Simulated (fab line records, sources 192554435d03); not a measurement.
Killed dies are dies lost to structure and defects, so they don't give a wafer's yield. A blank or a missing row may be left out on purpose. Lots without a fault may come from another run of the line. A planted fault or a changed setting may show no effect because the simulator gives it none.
Chamber matching | flow n5_finfet | N5_BEOL_M11_DESCUM_33 on rie_diel-05: 4 sister chambers
The step chemistry O2, time 7.9 s. 8 wafers are shown with their chamber, then 8 later ones without.

WAFERS WITH THEIR CHAMBER
wafer  | chamber | showerhead_plenum_p_Torr (Torr) | throttle_valve_pct (%)
L083.1 | 3       | 2.17                            | 20.45
L083.2 | 0       | 2.07                            | 20.19
L087.5 | 2       | 2.05                            | 20.43
L087.6 | 1       | 2.22                            | 20.47
L089.1 | 0       | 2.06                            | 20.19
L089.4 | 2       | 2.05                            | 20.44
L089.6 | 1       | 2.22                            | 20.48
L092.1 | 3       | 2.16                            | 20.48

WAFERS WITHOUT THEIR CHAMBER
wafer  | showerhead_plenum_p_Torr (Torr) | throttle_valve_pct (%)
L092.3 | 2.21                            | 20.49
L092.6 | 2.04                            | 20.45
L095.2 | 2.16                            | 20.48
L095.3 | 2.06                            | 20.21
L095.6 | 2.16                            | 20.49
L097.3 | 2.04                            | 20.45
L097.4 | 2.16                            | 20.50
L097.6 | 2.21                            | 20.50

WHICH CHAMBER EACH WENT THROUGH
wafer  | from the rows above | in truth
L092.3 | 1                   | 1
L092.6 | 2                   | 2
L095.2 | 3                   | 3
L095.3 | 0                   | 0
L095.6 | 3                   | 3
L097.3 | 2                   | 2
L097.4 | 3                   | 3
L097.6 | 1                   | 1
Placed correctly: 8 of 8. Can't be placed from these rows: 0. Placed wrongly: 0.
How it was worked out, from the rows above alone: a wafer's distance from a chamber is the root of the sum, over the readings, of the square of ((its reading less the chamber's mean) divided by the reading's scatter). The wafer belongs to the nearest chamber; if the next one is less than 2 further off, it can't be placed. A chamber's mean is the mean of its shown wafers. The scatter: the root of (the sum of the squares of (reading less its chamber's mean) over the shown wafers, divided by (wafers less chambers)).
